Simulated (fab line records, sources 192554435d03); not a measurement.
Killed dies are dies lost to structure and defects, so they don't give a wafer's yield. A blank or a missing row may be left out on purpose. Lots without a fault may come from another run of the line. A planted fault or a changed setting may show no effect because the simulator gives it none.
Which tool did it? | flow n5_finfet | 24 lots, 72 wafers sampled, at 6 steps of a route of 1938

WHAT THE GAUGES READ, wafer by wafer
N5_BEOL_M5_OVL_MEAS_29.
lot  | measured     | on         | V4_OVL (nm)
L074 | day 8 00:52  | overlay-01 | -0.2 -1.0 -0.7
L075 | day 8 18:29  | overlay-02 | -1.5 0.1 -0.7
L077 | day 9 01:54  | overlay-01 | -0.4 0.2 0.2
L076 | day 9 01:58  | overlay-02 | -0.7 0.2 0.0
L078 | day 9 01:59  | overlay-01 | -2.3 -2.1 -1.7
L079 | day 9 10:16  | overlay-02 | -1.3 -0.8 -0.9
L081 | day 9 13:04  | overlay-02 | -0.8 0.2 -1.0
L080 | day 10 02:57 | overlay-01 | 1.4 0.9 0.5
L082 | day 10 03:03 | overlay-01 | -0.2 -0.4 0.2
L083 | day 10 08:31 | overlay-01 | -0.4 -0.3 -0.5
L084 | day 11 01:08 | overlay-01 | -1.7 -1.3 -0.8
L085 | day 11 00:58 | overlay-02 | -0.9 -0.5 -0.3
L088 | day 11 06:25 | overlay-02 | -0.7 -1.4 0.7
L086 | day 11 06:50 | overlay-02 | -0.3 -1.9 -0.5
L087 | day 11 23:36 | overlay-02 | -0.4 -0.8 -0.4
L089 | day 12 05:05 | overlay-01 | -0.8 -1.1 -0.9
L090 | day 12 10:35 | overlay-01 | -0.6 -1.0 -0.8
L091 | day 12 16:10 | overlay-02 | 0.2 0.3 0.3
L093 | day 12 16:21 | overlay-01 | 0.0 -0.8 -1.1
L092 | day 12 16:07 | overlay-01 | 1.4 1.1 1.4
L094 | day 13 08:49 | overlay-02 | 0.3 1.1 0.5
L095 | day 13 15:33 | overlay-01 | 0.7 -1.1 0.0
L096 | day 13 18:36 | overlay-01 | -0.4 -0.4 -0.2
L097 | day 13 18:33 | overlay-02 | -0.7 -0.1 -0.2

WHICH TOOL RAN EACH LOT (tool, then ch and the chambers of the sampled wafers, then the start)
lot  | N5_BEOL_M4_DEGAS_44          | N5_BEOL_M4_SPUTTER_79        | N5_BEOL_M4_SPUTTER_88        | N5_BEOL_M5_ETCH_72                 | N5_BEOL_M5_STRIP_64
L074 | pvd_sputter-03, day 7 15:59  | pvd_sputter-01, day 7 17:05  | pvd_sputter-01, day 7 17:45  | rie_diel-03 ch 1,3, day 7 22:28    | rie_diel-03 ch 1,3, day 7 22:39
L075 | pvd_sputter-03, day 8 10:42  | pvd_sputter-03, day 8 11:37  | pvd_sputter-03, day 8 12:17  | rie_diel-01 ch 0,1, day 8 17:36    | rie_diel-01 ch 0,1, day 8 17:47
L077 | pvd_sputter-03, day 8 17:32  | pvd_sputter-02, day 8 18:23  | pvd_sputter-02, day 8 19:02  | rie_diel-05 ch 1,2, day 9 00:22    | rie_diel-05 ch 1,2, day 9 00:32
L076 | pvd_sputter-03, day 8 17:37  | pvd_sputter-03, day 8 18:33  | pvd_sputter-03, day 8 19:13  | rie_diel-03 ch 0,2,3, day 9 00:37  | rie_diel-03 ch 0,2,3, day 9 00:47
L078 | pvd_sputter-01, day 8 17:40  | pvd_sputter-01, day 8 18:35  | pvd_sputter-01, day 8 19:15  | rie_diel-01 ch 0,3, day 9 00:53    | rie_diel-01 ch 0,3, day 9 01:04
L079 | pvd_sputter-01, day 8 23:52  | pvd_sputter-03, day 9 00:39  | pvd_sputter-03, day 9 01:19  | rie_diel-05 ch 0,2,3, day 9 09:32  | rie_diel-05 ch 0,2,3, day 9 09:42
L081 | pvd_sputter-03, day 9 03:25  | pvd_sputter-02, day 9 04:38  | pvd_sputter-02, day 9 05:18  | rie_diel-05 ch 0,1,3, day 9 10:15  | rie_diel-05 ch 0,1,3, day 9 10:25
L080 | pvd_sputter-01, day 9 18:05  | pvd_sputter-02, day 9 19:15  | pvd_sputter-02, day 9 19:55  | rie_diel-01 ch 0,1,2, day 10 01:57 | rie_diel-01 ch 0,1,2, day 10 02:08
L082 | pvd_sputter-01, day 9 18:39  | pvd_sputter-01, day 9 20:59  | pvd_sputter-01, day 9 21:39  | rie_diel-05 ch 0,2, day 10 02:08   | rie_diel-05 ch 0,2, day 10 02:19
L083 | pvd_sputter-03, day 9 21:58  | pvd_sputter-02, day 9 23:09  | pvd_sputter-02, day 9 23:49  | rie_diel-01 ch 0,1, day 10 04:49   | rie_diel-01 ch 0,1, day 10 04:59
L084 | pvd_sputter-02, day 10 15:54 | pvd_sputter-02, day 10 16:58 | pvd_sputter-02, day 10 17:37 | rie_diel-01 ch 0,2, day 10 22:29   | rie_diel-01 ch 0,2, day 10 22:39
L085 | pvd_sputter-02, day 10 16:40 | pvd_sputter-01, day 10 17:48 | pvd_sputter-01, day 10 18:28 | rie_diel-03 ch 0,3, day 10 23:08   | rie_diel-03 ch 0,3, day 10 23:19
L088 | pvd_sputter-03, day 10 21:54 | pvd_sputter-03, day 10 23:02 | pvd_sputter-03, day 10 23:41 | rie_diel-03 ch 0,1, day 11 05:31   | rie_diel-03 ch 0,1, day 11 05:41
L086 | pvd_sputter-03, day 10 22:24 | pvd_sputter-02, day 10 23:27 | pvd_sputter-02, day 11 00:07 | rie_diel-01 ch 2,3, day 11 05:56   | rie_diel-01 ch 2,3, day 11 06:07
L087 | pvd_sputter-02, day 11 13:46 | pvd_sputter-02, day 11 14:43 | pvd_sputter-02, day 11 15:22 | rie_diel-01 ch 2,3, day 11 22:49   | rie_diel-01 ch 2,3, day 11 22:59
L089 | pvd_sputter-01, day 11 18:02 | pvd_sputter-02, day 11 18:53 | pvd_sputter-02, day 11 19:32 | rie_diel-05 ch 0,1,2, day 12 02:37 | rie_diel-05 ch 0,1,2, day 12 02:48
L090 | pvd_sputter-01, day 11 23:51 | pvd_sputter-02, day 12 01:35 | pvd_sputter-02, day 12 02:15 | rie_diel-05 ch 0,1,2, day 12 07:17 | rie_diel-05 ch 0,1,2, day 12 07:27
L091 | pvd_sputter-03, day 12 02:53 | pvd_sputter-02, day 12 04:02 | pvd_sputter-02, day 12 04:41 | rie_diel-01 ch 0,2,3, day 12 12:01 | rie_diel-01 ch 0,2,3, day 12 12:11
L093 | pvd_sputter-02, day 12 06:19 | pvd_sputter-03, day 12 07:43 | pvd_sputter-03, day 12 08:23 | rie_diel-03 ch 0,1,2, day 12 13:12 | rie_diel-03 ch 0,1,2, day 12 13:23
L092 | pvd_sputter-02, day 12 06:23 | pvd_sputter-01, day 12 07:35 | pvd_sputter-01, day 12 08:15 | rie_diel-05 ch 1,2,3, day 12 13:02 | rie_diel-05 ch 1,2,3, day 12 13:12
L094 | pvd_sputter-02, day 13 00:37 | pvd_sputter-02, day 13 01:23 | pvd_sputter-02, day 13 02:03 | rie_diel-03 ch 0,1,2, day 13 07:43 | rie_diel-03 ch 0,1,2, day 13 07:53
L095 | pvd_sputter-01, day 13 03:55 | pvd_sputter-03, day 13 04:55 | pvd_sputter-03, day 13 05:34 | rie_diel-01 ch 0,1,2, day 13 13:07 | rie_diel-01 ch 0,1,2, day 13 13:17
L096 | pvd_sputter-02, day 13 09:04 | pvd_sputter-02, day 13 09:53 | pvd_sputter-02, day 13 10:32 | rie_diel-01 ch 1,3, day 13 16:36   | rie_diel-01 ch 1,3, day 13 16:46
L097 | pvd_sputter-02, day 13 09:35 | pvd_sputter-01, day 13 10:49 | pvd_sputter-01, day 13 11:28 | rie_diel-01 ch 0,1,2, day 13 17:03 | rie_diel-01 ch 0,1,2, day 13 17:13
- N5_BEOL_M4_DEGAS_44: time 60 s.
- N5_BEOL_M4_SPUTTER_79: material Cu, target thk 4.5 nm, time 8.29 s.
- N5_BEOL_M4_SPUTTER_88: material Cu, target thk 4.5 nm, time 8.29 s.
- N5_BEOL_M5_ETCH_72: etches underlayer in N2/H2, target depth 6.5 nm, time 5.2 s.
- N5_BEOL_M5_STRIP_64: strips in CF4.

WHAT THE TOOLS THEMSELVES READ (means of the sampled wafers that have a number; where no wafer has one, the mark that the record gives instead)
N5_BEOL_M4_DEGAS_44.
lot  | tool           | heater_power_w (W) | susceptor_temp_C (C)
L074 | pvd_sputter-03 | 334                | 250.03
L075 | pvd_sputter-03 | 324                | 250.12
L077 | pvd_sputter-03 | 317                | 249.91
L076 | pvd_sputter-03 | 320                | 250.01
L078 | pvd_sputter-01 | 352                | 249.90
L079 | pvd_sputter-01 | 349                | 250.07
L081 | pvd_sputter-03 | 333                | 250.21
L080 | pvd_sputter-01 | 340                | 249.98
L082 | pvd_sputter-01 | 347                | 250.09
L083 | pvd_sputter-03 | 330                | 250.00
L084 | pvd_sputter-02 | 292                | 250.09
L085 | pvd_sputter-02 | 292                | 249.91
L088 | pvd_sputter-03 | 334                | 250.02
L086 | pvd_sputter-03 | 303                | 250.04
L087 | pvd_sputter-02 | 311                | 249.99
L089 | pvd_sputter-01 | 353                | 250.04
L090 | pvd_sputter-01 | 343                | 250.07
L091 | pvd_sputter-03 | 309                | 250.20
L093 | pvd_sputter-02 | 351                | 250.05
L092 | pvd_sputter-02 | 319                | 249.91
L094 | pvd_sputter-02 | 322                | 250.08
L095 | pvd_sputter-01 | 349                | 250.04
L096 | pvd_sputter-02 | 299                | 249.82
L097 | pvd_sputter-02 | 296                | 250.05

N5_BEOL_M4_SPUTTER_79.
lot  | tool           | susceptor_temp_C (C) | throttle_valve_pct (%)
L074 | pvd_sputter-01 | -20.11               | 30.0
L075 | pvd_sputter-03 | -19.89               | 28.8
L077 | pvd_sputter-02 | -19.90               | 30.2
L076 | pvd_sputter-03 | -19.99               | 29.1
L078 | pvd_sputter-01 | -19.87               | 29.3
L079 | pvd_sputter-03 | -20.05               | 29.3
L081 | pvd_sputter-02 | -19.88               | 30.0
L080 | pvd_sputter-02 | -20.00               | 30.2
L082 | pvd_sputter-01 | -20.03               | 30.1
L083 | pvd_sputter-02 | -20.01               | 29.9
L084 | pvd_sputter-02 | -19.95               | 29.4
L085 | pvd_sputter-01 | -20.00               | 30.9
L088 | pvd_sputter-03 | -20.03               | 29.4
L086 | pvd_sputter-02 | -19.99               | 30.3
L087 | pvd_sputter-02 | -20.09               | 30.1
L089 | pvd_sputter-02 | -20.03               | 29.7
L090 | pvd_sputter-02 | -20.03               | 29.8
L091 | pvd_sputter-02 | -20.01               | 30.2
L093 | pvd_sputter-03 | -20.05               | 29.0
L092 | pvd_sputter-01 | -20.00               | 30.0
L094 | pvd_sputter-02 | -19.99               | 30.3
L095 | pvd_sputter-03 | -19.99               | 29.0
L096 | pvd_sputter-02 | -19.83               | 29.7
L097 | pvd_sputter-01 | -20.07               | 30.3

N5_BEOL_M4_SPUTTER_88.
lot  | tool           | susceptor_temp_C (C) | throttle_valve_pct (%)
L074 | pvd_sputter-01 | -19.97               | 30.1
L075 | pvd_sputter-03 | -20.00               | 28.9
L077 | pvd_sputter-02 | -20.02               | 30.2
L076 | pvd_sputter-03 | -19.96               | 29.1
L078 | pvd_sputter-01 | -19.91               | 29.4
L079 | pvd_sputter-03 | -19.90               | 29.4
L081 | pvd_sputter-02 | -20.13               | 30.1
L080 | pvd_sputter-02 | -19.95               | 30.4
L082 | pvd_sputter-01 | -19.99               | 30.4
L083 | pvd_sputter-02 | -20.07               | 29.7
L084 | pvd_sputter-02 | -19.96               | 29.4
L085 | pvd_sputter-01 | -20.09               | 31.0
L088 | pvd_sputter-03 | -20.01               | 29.4
L086 | pvd_sputter-02 | -19.79               | 30.5
L087 | pvd_sputter-02 | -19.98               | 29.9
L089 | pvd_sputter-02 | -19.95               | 29.5
L090 | pvd_sputter-02 | -20.01               | 29.8
L091 | pvd_sputter-02 | -20.08               | 30.2
L093 | pvd_sputter-03 | -19.95               | 28.9
L092 | pvd_sputter-01 | -19.86               | 30.0
L094 | pvd_sputter-02 | -20.10               | 30.3
L095 | pvd_sputter-03 | -20.06               | 28.9
L096 | pvd_sputter-02 | -20.17               | 29.7
L097 | pvd_sputter-01 | -20.00               | 30.0

N5_BEOL_M5_ETCH_72.
lot  | tool        | drypump_motor_current_A (A) | etch_rf_on_time_s (s) | oes_product_au (a.u.) | rf_fwd_power_W (W) | rf_vpp_V (V) | showerhead_plenum_p_Torr (Torr) | throttle_valve_pct (%)
L074 | rie_diel-03 | 5.8                         | 4.92                  | 0.80                  | 818.6              | 523.5        | 2.51                            | 17.75
L075 | rie_diel-01 | 5.8                         | 5.29                  | 0.59                  | 820.2              | 522.1        | 2.44                            | 17.90
L077 | rie_diel-05 | 5.6                         | 5.24                  | 0.73                  | 816.8              | 526.0        | 2.57                            | 17.47
L076 | rie_diel-03 | 6.0                         | 4.98                  | 0.67                  | 820.1              | 522.9        | 2.50                            | 17.88
L078 | rie_diel-01 | 6.1                         | 5.35                  | 0.63                  | 819.9              | 522.7        | 2.50                            | 17.84
L079 | rie_diel-05 | 5.9                         | 5.03                  | 0.74                  | 817.7              | 525.7        | 2.56                            | 17.85
L081 | rie_diel-05 | 5.8                         | 5.07                  | 0.73                  | 818.3              | 524.8        | 2.55                            | 17.84
L080 | rie_diel-01 | 5.8                         | 5.16                  | 0.65                  | 822.3              | 521.1        | 2.46                            | 17.79
L082 | rie_diel-05 | 6.2                         | 5.14                  | 0.68                  | 819.8              | 523.2        | 2.51                            | 17.90
L083 | rie_diel-01 | 5.8                         | 5.20                  | 0.59                  | 820.0              | 521.9        | 2.43                            | 17.91
L084 | rie_diel-01 | 5.8                         | 5.13                  | 0.69                  | 817.4              | 522.5        | 2.48                            | 17.71
L085 | rie_diel-03 | 6.5                         | 4.87                  | 0.80                  | 820.5              | 521.1        | 2.49                            | 17.60
L088 | rie_diel-03 | 6.0                         | 5.14                  | 0.79                  | 823.1              | 522.5        | 2.48                            | 17.66
L086 | rie_diel-01 | 6.1                         | 5.33                  | 0.65                  | 819.3              | 521.7        | 2.45                            | 17.74
L087 | rie_diel-01 | 6.1                         | 5.27                  | 0.65                  | 820.7              | 521.7        | 2.45                            | 17.76
L089 | rie_diel-05 | 5.8                         | 5.27                  | 0.67                  | 819.3              | 524.0        | 2.53                            | 17.73
L090 | rie_diel-05 | 5.8                         | 5.23                  | 0.68                  | 820.3              | 525.3        | 2.53                            | 17.72
L091 | rie_diel-01 | 6.0                         | 5.30                  | 0.65                  | 818.9              | 522.4        | 2.47                            | 17.79
L093 | rie_diel-03 | 5.5                         | 5.08                  | 0.71                  | 819.0              | 522.3        | 2.49                            | 17.89
L092 | rie_diel-05 | 5.5                         | 5.10                  | 0.72                  | 821.1              | 524.4        | 2.58                            | 17.67
L094 | rie_diel-03 | 5.5                         | 5.12                  | 0.70                  | 821.4              | 521.8        | 2.49                            | 17.91
L095 | rie_diel-01 | 5.8                         | 5.15                  | 0.70                  | 821.9              | 524.3        | 2.55                            | 17.69
L096 | rie_diel-01 | 5.9                         | 5.16                  | 0.74                  | 819.3              | 525.8        | 2.61                            | 17.62
L097 | rie_diel-01 | 5.8                         | 5.16                  | 0.69                  | 819.3              | 525.2        | 2.55                            | 17.68

N5_BEOL_M5_STRIP_64.
lot  | tool        | drypump_motor_current_A (A) | oes_product_au (a.u.) | power_w (W) | rf_fwd_power_W (W) | rf_vpp_V (V) | showerhead_plenum_p_Torr (Torr) | throttle_valve_pct (%)
L074 | rie_diel-03 | 5.8                         | 0.90                  | 299.5       | 291.5              | 270.6        | 1.78                            | 13.30
L075 | rie_diel-01 | 5.8                         | 0.69                  | 299.2       | 293.0              | 270.3        | 1.73                            | 13.72
L077 | rie_diel-05 | 5.6                         | 0.84                  | 298.6       | 292.6              | 272.6        | 1.81                            | 13.13
L076 | rie_diel-03 | 6.0                         | 0.76                  | 299.6       | 293.6              | 270.2        | 1.78                            | 13.61
L078 | rie_diel-01 | 6.1                         | 0.74                  | 300.4       | 292.3              | 270.0        | 1.77                            | 13.62
L079 | rie_diel-05 | 5.9                         | 0.84                  | 300.0       | 292.9              | 270.6        | 1.79                            | 13.37
L081 | rie_diel-05 | 5.8                         | 0.83                  | 299.4       | 292.2              | 271.2        | 1.80                            | 13.46
L080 | rie_diel-01 | 5.8                         | 0.75                  | 300.0       | 292.6              | 269.7        | 1.74                            | 13.60
L082 | rie_diel-05 | 6.2                         | 0.79                  | 301.0       | 292.4              | 269.8        | 1.76                            | 13.47
L083 | rie_diel-01 | 5.8                         | 0.68                  | 300.7       | 292.2              | 269.4        | 1.73                            | 13.75
L084 | rie_diel-01 | 5.7                         | 0.80                  | 299.7       | 293.7              | 270.2        | 1.75                            | 13.46
L085 | rie_diel-03 | 6.4                         | 0.89                  | 300.6       | 292.7              | 270.8        | 1.78                            | 13.24
L088 | rie_diel-03 | 5.9                         | 0.91                  | 299.9       | 292.3              | 270.3        | 1.78                            | 13.49
L086 | rie_diel-01 | 6.1                         | 0.77                  | 299.6       | 293.4              | 270.0        | 1.73                            | 13.51
L087 | rie_diel-01 | 6.1                         | 0.76                  | 300.5       | 293.0              | 270.0        | 1.73                            | 13.52
L089 | rie_diel-05 | 5.8                         | 0.79                  | 300.3       | 293.3              | 270.0        | 1.78                            | 13.38
L090 | rie_diel-05 | 5.8                         | 0.78                  | 300.8       | 292.4              | 270.1        | 1.78                            | 13.38
L091 | rie_diel-01 | 6.0                         | 0.76                  | 300.6       | 292.7              | 270.8        | 1.75                            | 13.56
L093 | rie_diel-03 | 5.5                         | 0.81                  | 300.1       | 292.8              | 270.1        | 1.78                            | 13.66
L092 | rie_diel-05 | 5.5                         | 0.83                  | 300.1       | 293.0              | 272.2        | 1.81                            | 13.31
L094 | rie_diel-03 | 5.5                         | 0.81                  | 300.4       | 292.1              | 270.8        | 1.77                            | 13.66
L095 | rie_diel-01 | 5.8                         | 0.81                  | 299.9       | 292.4              | 271.7        | 1.80                            | 13.46
L096 | rie_diel-01 | 5.9                         | 0.84                  | 299.4       | 293.0              | 272.4        | 1.84                            | 13.38
L097 | rie_diel-01 | 5.8                         | 0.81                  | 299.8       | 293.9              | 271.2        | 1.80                            | 13.47

THE ANSWER, worked out from the rows above alone
Rule: what is usual is taken from the lots themselves. Put in order of their means at a reading, lots are off if they are a third of the lots or fewer, leave a main group of 4 or more, and stand apart from it by a gap of 3 or more times the standard deviation of the main group's means; of several such gaps the widest counts. A main group whose means are all the same, to the digits that the tables above print for the reading, isn't used. A lot without any number at a reading at which 4 lots or more have one is off too. The other lots that the step has rows for count as sound. The gauges are gone through in route order, then the tools' own readings, and for those a lot's mean is taken as printed above. The first step at which some lot is off is used, and at that step the reading that is off furthest; a lot without a number counts as furthest.
No lot is off at any reading shown: from this, nothing can be told.

WHAT THE SIMULATOR HAD PUT IN
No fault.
